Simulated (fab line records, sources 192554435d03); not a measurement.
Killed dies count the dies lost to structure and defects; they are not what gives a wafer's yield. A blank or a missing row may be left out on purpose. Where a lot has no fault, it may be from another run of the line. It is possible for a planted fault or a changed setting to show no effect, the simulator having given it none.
Split-lot trial    flow n5_finfet    on a route of 1938 steps: 7 lots, 21 wafers read

== THE SPLIT ITSELF ==
At N5_MOL_CONTACT_COAG_COAT_62 (time 60 s, resist thk 60 nm), the setting spin_rpm was moved away from the recipe's 1500 rpm on 3 of the 21 wafers read, by -10.1% to +9.5%. The other wafers ran this setting at the recipe's value.

== FROM THE SPLIT TO THE READING: what the file shows between them, 10 steps ==
- N5_MOL_CONTACT_COAG_COAT_63: time 60 s, resist thk 10 nm
- N5_MOL_CONTACT_COAG_COAT_64: time 60 s, resist thk 10 nm
- N5_MOL_CONTACT_COAG_ALD_133: deposits SiO2, target thk 5 nm, pulse time 1 s, co reactant pulse time 1 s
- N5_MOL_CONTACT_COAG_ETCHBACK_134: etches SiO2 in CHF3, target depth 10 nm, time 6.7 s
- N5_MOL_CONTACT_COAG_ETCH_67: etches SOC in N2/H2, target depth 60 nm, overetch 21 nm, time 101.2 s
- N5_MOL_CONTACT_COAG_STRIP_68: strips in N2/H2
- N5_MOL_CONTACT_COAG_STRIP_69: strips in N2/H2
- N5_MOL_CONTACT_COAG_ETCHBACK_136: etches SiO2 in CHF3, target depth 25 nm, time 16.7 s
- N5_MOL_CONTACT_COAG_STRIP_120: strips in CHF3
- N5_MOL_CONTACT_COAG_VIA_ETCH_117: etches SiO2 in C4F6/O2, target depth 40 nm, overetch 8 nm, time 26 s

== THE READING ==
SOC_of_MOL_CONTACT_COAG_COAT_62.thk_nm (the simulator's own value, which no gauge read), in nm, at N5_MOL_CONTACT_COAG_ETCH_124 (etches SiNx in CH3F/O2, stops on SiOC, target depth 6.5 nm). The file gives no usual value for it. The 18 wafers here that ran the recipe average 48.4 nm, standard deviation 0.25 nm.

wafer   tool, chamber at the split  spin_rpm as run, rpm  against the recipe  SOC_of_MOL_CONTACT_COAG_COAT_62.thk_nm, nm  against lot-mates on the recipe
L074.2  litho_track-01, 0           1500                  recipe              48.6                                        -
L074.5  litho_track-01, 0           1500                  recipe              48.6                                        -
L074.3  litho_track-01, 0           1500                  recipe              48.8                                        -
L078.3  litho_track-03, 0           1500                  recipe              48.4                                        -
L078.5  litho_track-03, 0           1500                  recipe              48.8                                        -
L078.6  litho_track-03, 0           1348                  -10.1%              51.8                                        +3.2
L082.3  litho_track-01, 0           1642                  +9.5%               45.6                                        -2.6
L082.5  litho_track-01, 0           1500                  recipe              48.2                                        -
L082.6  litho_track-01, 0           1642                  +9.5%               45.8                                        -2.4
L085.1  litho_track-03, 0           1500                  recipe              48.4                                        -
L085.2  litho_track-03, 0           1500                  recipe              48.4                                        -
L085.6  litho_track-03, 0           1500                  recipe              48.6                                        -
L090.2  litho_track-05, 0           1500                  recipe              48.2                                        -
L090.4  litho_track-05, 0           1500                  recipe              48.6                                        -
L090.5  litho_track-05, 0           1500                  recipe              48.8                                        -
L091.2  litho_track-03, 0           1500                  recipe              48.4                                        -
L091.3  litho_track-03, 0           1500                  recipe              48.4                                        -
L091.5  litho_track-03, 0           1500                  recipe              48.4                                        -
L094.3  litho_track-01, 0           1500                  recipe              47.8                                        -
L094.4  litho_track-01, 0           1500                  recipe              48.4                                        -
L094.5  litho_track-01, 0           1500                  recipe              48.2                                        -

THE FIT
A straight line over all 21 wafers: SOC_of_MOL_CONTACT_COAG_COAT_62.thk_nm changes by -0.306 nm for each +1% of spin_rpm; r = -0.98; the points scatter about the line by 0.25 nm.
The same after taking each lot's own level away (the mean of its wafers on the recipe; 21 wafers): -0.284 nm for each +1%; r = -0.99; scatter 0.19 nm.
The reading moves by 2.9 nm for the largest change in spin_rpm, on that fit.
The span of the lots' own levels, 48.13 to 48.67 nm, comes to 2.2 times the standard deviation stated above.
Consequently the slope shifts little with the lot-to-lot level, the two slopes agreeing.
Check: +2.68 nm against its lot-mates is what the line predicts for one of the wafers moved furthest among these (-10.1%) when that wafer is left out of the fit. It came out at +3.2 nm against them.

== THE WHOLE CHAIN: every reading that the file lists as answering this split, in the file's order ==
step                              what it does                                                           reading                                                                                  change (the file's fit)                r (the file's)
N5_MOL_CONTACT_COAG_COAT_62       time 60 s, resist thk 60 nm                                            SOC_of_MOL_CONTACT_COAG_COAT_62.thk_nm (the simulator's own value, which no gauge read)  -0.303 nm for each +1% of the setting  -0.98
N5_MOL_CONTACT_COAG_ETCH_67       etches SOC in N2/H2, target depth 60 nm, overetch 21 nm, time 101.2 s  etch.depth_nm (the simulator's own value, which no gauge read)                           -0.307 nm for each +1% of the setting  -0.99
N5_MOL_CONTACT_COAG_VIA_ETCH_117  etches SiO2 in C4F6/O2, target depth 40 nm, overetch 8 nm, time 26 s   SOC_of_MOL_CONTACT_COAG_COAT_62.thk_nm (the simulator's own value, which no gauge read)  -0.307 nm for each +1% of the setting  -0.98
N5_MOL_CONTACT_COAG_ETCH_124      etches SiNx in CH3F/O2, stops on SiOC, target depth 6.5 nm             SOC_of_MOL_CONTACT_COAG_COAT_62.thk_nm (the simulator's own value, which no gauge read)  -0.292 nm for each +1% of the setting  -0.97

== THE FILE'S OWN FIT ==
SOC_of_MOL_CONTACT_COAG_COAT_62.thk_nm changes by -0.292 nm for each +1% of spin_rpm, r = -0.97.
